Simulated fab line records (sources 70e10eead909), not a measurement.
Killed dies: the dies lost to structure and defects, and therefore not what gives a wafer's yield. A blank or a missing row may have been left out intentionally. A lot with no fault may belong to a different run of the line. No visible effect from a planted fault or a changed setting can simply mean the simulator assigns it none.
A struck lot beside a sound one    flow nand harc    13 steps out of a route of 1302
Sound: these wafers, L533.3, L533.4, L533.5. Wafers L543.1, L543.2, L543.5 were the ones struck. The cause comes at the end.
At each step with rows: each side's tool, then ch and its chambers, then its first start. Under that, the readings that differ: sound wafers    struck wafers    difference of the means    sigmas: that difference in standard deviations of wafers without a fault.
alike: readings whose means differ by less than 2 such deviations, and words and numbers that are the same on both sides. not compared: withheld readings, readings that some wafer has no value for, bounds like >300 that may hide the same value, and numbers for which the record gives no deviation and whose values overlap.
A row with sigmas, a row that says differs or no value, or rows on one side alone: a step with any of these is where the two part. Non-overlapping numbers with no deviation appear without sigmas and do not part them. A reading missing from all wafers of one side parts the sides only when that side holds two or more wafers.

first, 3 steps without rows for these wafers: NHARC_A_STAIRCASE_TRIM_224 (chemistry O2, time 211.2 s); NHARC_A_STAIRCASE_ETCH_225 (etches the open film in C4F8/O2, target depth 100 nm, time 40.5 s); NHARC_A_STAIRCASE_TRIM_226 (chemistry O2, time 211.2 s).
NHARC_A_STAIRCASE_ETCH_227: etches the open film in C4F8/O2, target depth 100 nm, time 40.5 s.
  sound: rie diel-05 ch 0,3; struck: rie diel-05 ch 0,1,2
  alike: bias w, chamber pressure mTorr, oes product au, rf fwd power W, rf vpp V
  not compared: rf hours counter h
NHARC_A_STAIRCASE_TRIM_229: chemistry O2, time 211.2 s.
  sound on rie diel-05 ch 0,2,3, day 17 17:18; struck on rie diel-05 ch 0,2, day 22 00:24
  alike: drypump motor current A, oes product au, rf vpp V, showerhead plenum p Torr, throttle valve pct
  not compared: rf hours counter h
then, 3 steps without rows for these wafers: NHARC_A_STAIRCASE_ETCH_230 (etches the open film in C4F8/O2, target depth 100 nm, time 40.5 s); NHARC_A_STAIRCASE_TRIM_231 (chemistry O2, time 211.2 s); NHARC_A_STAIRCASE_ETCH_232 (etches the open film in C4F8/O2, target depth 100 nm, time 40.5 s).
NHARC_A_STAIRCASE_TRIM_233: chemistry O2, time 211.2 s.
  sound: rie diel-05 ch 1,2; struck: rie diel-05 ch 0,1,2
  alike: drypump motor current A, oes product au, rf vpp V, showerhead plenum p Torr, throttle valve pct
  not compared: rf hours counter h
NHARC_A_STAIRCASE_ETCH_234: etches the open film in C4F8/O2, target depth 100 nm, time 40.5 s.
  sound: rie diel-05 ch 1,2,3; struck: rie diel-05 ch 0,1,3
  alike: bias w, chamber pressure mTorr, oes product au, rf fwd power W, rf vpp V
  not compared: rf hours counter h
NHARC_A_STAIRCASE_TRIM_235: chemistry O2, time 211.2 s.
  sound: rie diel-05 ch 2,3; struck: rie diel-05 ch 0,1,2
  alike: drypump motor current A, oes product au, rf vpp V, showerhead plenum p Torr, throttle valve pct
  not compared: rf hours counter h
NHARC_A_STAIRCASE_ETCH_236: etches the open film in C4F8/O2, target depth 100 nm, time 40.5 s.
  sound on rie diel-05 ch 0,2,3, day 17 18:11; struck on rie diel-05 ch 0,1,2, day 22 01:17
  no value came back on the struck wafers for any of 5 readings (bias w (W), chamber pressure mTorr (mTorr) and others); on the sound wafers bias w (W) reads 998.6 1002.5 999.3
  not compared: rf hours counter h
-- jump in the record: it breaks off in module A_STAIRCASE and resumes in module END (first step shown: number 1302 of the route), and 8 days separate the struck wafers' starts before and after --
NHARC_END_SORT_01:
  at this point the record logs the struck wafers (prober-01 ch 0, day 30 09:49) and has no rows for the sound ones

WHERE THEY PART
Last at NHARC_END_SORT_01 as far as this record goes, first at NHARC_A_STAIRCASE_ETCH_236.

WHY: what had been put in by the simulator
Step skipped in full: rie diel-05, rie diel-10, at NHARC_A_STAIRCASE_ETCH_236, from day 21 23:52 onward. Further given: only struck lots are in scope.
